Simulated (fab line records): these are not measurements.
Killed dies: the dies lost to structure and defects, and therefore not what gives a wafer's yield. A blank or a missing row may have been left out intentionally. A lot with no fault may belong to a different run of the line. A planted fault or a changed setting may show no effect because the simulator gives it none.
A lot that was struck, set against a sound lot	flow n5 finfet	15 steps out of a route of 1938
Sound: wafers L867.2, L867.5, L867.6. Struck: wafer L873.3 (left out: L873.6, a lot-mate that was not struck); the cause follows at the end.
Per side, at each step with rows, come the tool, then ch with its chambers, and then its first start. Under that, the readings that differ: sound wafers	struck wafers	difference of the means	sigmas: that difference in standard deviations of wafers without a fault.
alike: a reading whose means differ by less than 2 such deviations, as well as words and numbers matching on both sides. not compared: withheld readings; readings where some wafer has no value; bounds like >300 that might hide an equal value; numbers whose values overlap and for which the record gives no deviation.
A row with sigmas, a row that says differs or no value, or rows on one side alone: a step with any of these is where the two part. When numbers do not overlap yet have no deviation, they are printed without sigmas and do not part them. A reading that every wafer of one side lacks parts them only if that side has two wafers or more.

first, 1 step without rows for these wafers: N5_MOL_CONTACT_COAG_STRIP_98 (strips in N2/H2).
N5_MOL_CONTACT_COAG_CD_MEAS_99: target cd 17.2 nm.
  sound: cd sem-02 at day 7 07:33; struck: cd sem-03 at day 8 17:18
  alike: cd nm
then, 2 steps without rows for these wafers: N5_MOL_CONTACT_COAG_IMPLANT_129; N5_MOL_CONTACT_COAG_PRECLEAN_111 (cleans in NF3:NH3, afs cycles 1, time 20 s, sublimation time 60 s).
N5_MOL_CONTACT_COAG_TI_SIL_19: material Ti, target thk 4.2 nm, time 15 s.
  sound: pvd sputter-02 at day 7 08:00; struck: pvd sputter-03 at day 8 18:28
reading	sound	struck	difference	sigmas
substrate temp c (C)	200.11 199.96 200.15	199.71	-0.36	-2
throttle valve pct (%)	29.9 29.8 27.8	31.8	+2.6	+3
N5_MOL_CONTACT_COAG_ALD_20: deposits TiN, target thk 1.5 nm, pulse time 1 s, purge time 3 s.
  sound on ald metal-01 ch 0,1,2, day 7 08:08; struck on ald metal-03 ch 2, day 8 18:35
  alike: heater power w, precursor pulse height rel
N5_MOL_CONTACT_COAG_SIL_ANNEAL_21: time 60 s.
  sound on rtp anneal-01 ch 0, day 7 08:40; struck on rtp anneal-01 ch 0, day 8 19:02
  alike: lamp power pct, wafer_temp_C_max
N5_MOL_CONTACT_COAG_PRE_CLEAN_141: time 60 s.
  sound: pvd sputter-03 at day 7 08:57; struck: pvd sputter-03 at day 8 19:54
  alike: heater power w
N5_MOL_CONTACT_COAG_SPUTTER_143: material Co, target thk 2.5 nm.
  sound: pvd sputter-03 at day 7 09:01; struck: pvd sputter-03 at day 8 19:58
  alike: substrate temp c, throttle valve pct
then, 3 steps without rows for these wafers: N5_MOL_CONTACT_COAG_CO_FILL_22 (material Co, precursor CCTBA/H2, target thk 20 nm); N5_MOL_CONTACT_COAG_ANNEAL_113 (time 300 s); N5_MOL_CONTACT_COAG_PRE_CLEAN_142 (time 60 s).
N5_MOL_CONTACT_COAG_SPUTTER_130: material Co, target thk 47.5 nm.
  sound: pvd sputter-02 at day 7 12:57; struck: pvd sputter-02 at day 8 22:51
reading	sound	struck	difference	sigmas
model.Co_of_MOL_CONTACT_COAG_SPUTTER_130.thk nm (nm)	47.2 47.2 47	32.4	-14.7	
  alike: substrate temp c, throttle valve pct
then, 1 step without rows for these wafers: N5_MOL_CONTACT_COAG_PRECLEAN_125 (cleans in DIW, time 57.5 s).
-- here the record skips 3 days between the struck wafers' starts before and after, leaving off in module MOL_CONTACT_COAG and picking up in module BEOL_M4 (first step shown: number 1111 of the route) --
N5_BEOL_M4_RC_MEAS_101:
  sound on prober-01 ch 0, day 10 18:37; struck on prober-01 ch 0, day 11 23:13
reading	sound	struck	difference	sigmas
DIBL_P (mV/V)	35.8 35.9 35.0	39.3	+3.7	+2
IOFF_N (nA/um)	0.134 0.136 0.123	0.179	+0.048	+2
  alike: DIBL_N, IOFF_P, ION_N, ION_P, SS_N, SS_P, VT_N, VT_P

== WHERE THEY PART ==
At N5_MOL_CONTACT_COAG_TI_SIL_19 first; at N5_BEOL_M4_RC_MEAS_101 last (within this record only).

WHY: what the simulator had put in
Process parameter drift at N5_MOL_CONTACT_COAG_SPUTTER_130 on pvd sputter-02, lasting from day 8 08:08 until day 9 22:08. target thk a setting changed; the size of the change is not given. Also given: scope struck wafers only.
